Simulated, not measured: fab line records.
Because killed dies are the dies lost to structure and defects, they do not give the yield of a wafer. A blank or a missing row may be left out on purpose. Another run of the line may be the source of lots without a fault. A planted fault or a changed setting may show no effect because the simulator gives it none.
Chamber matching    flow nand harc    NHARC_P_M2_DEP_33 on pecvd-04 has 3 sister chambers
The step deposits SiCN, target thk 30 nm. 3 wafers are shown with their chamber, then 7 later ones without.

## EACH WAFER AND ITS CHAMBER
wafer   chamber  heater power w (W)
L085.4  1        603
L091.2  0        685
L091.3  2        665

## WAFERS WHOSE CHAMBER IS MISSING
wafer   heater power w (W)
L091.4  578
L093.1  564
L093.3  703
L093.6  568
L095.1  699
L095.2  639
L095.4  675

## WHICH CHAMBER EACH WENT THROUGH
wafer    from the rows above            in truth
L091.4   1                              1
L093.1   1                              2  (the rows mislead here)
L093.3   can't be placed: 0 or 2        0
L093.6   1                              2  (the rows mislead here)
L095.1   can't be placed: 0 or 2        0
L095.2   can't be placed: 2 or 1 or 0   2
L095.4   can't be placed: 0 or 2        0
1 of 7 placed correctly. Unplaceable from these rows: 4, with the true chamber sitting among the candidates in 4. Number placed wrongly: 2.
How it was worked out, from the rows above alone: a wafer's distance from a chamber is the root of the sum, over the readings, of the square of ((its reading less the chamber's mean) divided by the reading's scatter). The wafer belongs to the nearest chamber; if the next one is less than 2 further off, it can't be placed. For every chamber, the mean is computed from those of its wafers that are shown. The scatter: with one shown wafer a chamber, the root of the mean of the squares of how far each hidden wafer lies from its nearest shown one.
